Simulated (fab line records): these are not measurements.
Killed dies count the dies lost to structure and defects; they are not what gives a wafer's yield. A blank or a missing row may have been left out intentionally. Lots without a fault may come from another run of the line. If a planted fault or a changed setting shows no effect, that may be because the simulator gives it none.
Matching of chambers ; flow n5Finfet ; 4 sister chambers for N5_BEOL_M4_ETCH_63 on rieDiel-04
The step etches SiARC in CF4, target depth 15.6 nm, time 26 s. 14 wafers are shown with their chamber, then 7 later ones without.

EACH WAFER AND ITS CHAMBER
wafer;chamber;throttleValvePct (%);oesProductAu (a.u.);drypumpMotorCurrentA (A)
L076.1;3;15.66;0.64;4.9
L076.4;3;15.67;0.64;4.9
L076.6;2;15.29;0.71;5.5
L078.1;3;15.66;0.64;4.9
L078.2;2;15.29;0.71;5.5
L078.3;0;15.72;0.62;6.0
L079.2;3;15.68;0.64;4.9
L079.4;0;15.72;0.61;6.1
L079.6;2;15.29;0.70;5.5
L082.1;0;15.75;0.61;6.1
L082.4;2;15.29;0.70;5.5
L082.5;2;15.29;0.70;5.5
L081.1;1;15.45;0.75;5.4
L081.4;2;15.30;0.70;5.4

SIGNATURES (averages over the wafers above)
reading;chamber 0;chamber 1;chamber 2;chamber 3;scatter within a chamber
throttleValvePct;15.7300;15.4500;15.2917;15.6675;0.00979
oesProductAu;0.6133;0.7500;0.7033;0.6400;0.00447
drypumpMotorCurrentA;6.067;5.400;5.483;4.900;0.0387
Rule: a wafer lies at a distance from a chamber equal to the root of the sum of squares, over the readings, of (its reading less the chamber's mean, divided by the reading's scatter). The wafer belongs to the nearest chamber; if the next one is less than 2 further off, it can't be placed. The scatter is the square root of a quotient: the sum, over the shown wafers, of each reading's squared deviation from its chamber's mean, divided by wafers minus chambers.

WAFERS WITHOUT THEIR CHAMBER
wafer;throttleValvePct (%);oesProductAu (a.u.);drypumpMotorCurrentA (A)
L081.5;15.28;0.69;5.5
L084.1;15.31;0.69;5.5
L084.2;15.45;0.74;5.4
L084.5;15.69;0.63;4.9
L094.1;15.51;0.70;5.4
L094.4;15.38;0.65;5.5
L094.5;15.36;0.66;5.5

EACH ONE'S CHAMBER
wafer;from the rows above;in truth
L081.5;2;2
L084.1;2;2
L084.2;1;1
L084.5;3;3
L094.1;1;1
L094.4;2;2
L094.5;2;2
Correct placement for 7 of the 7. Number that these rows cannot place: 0. Wrongly placed: 0.
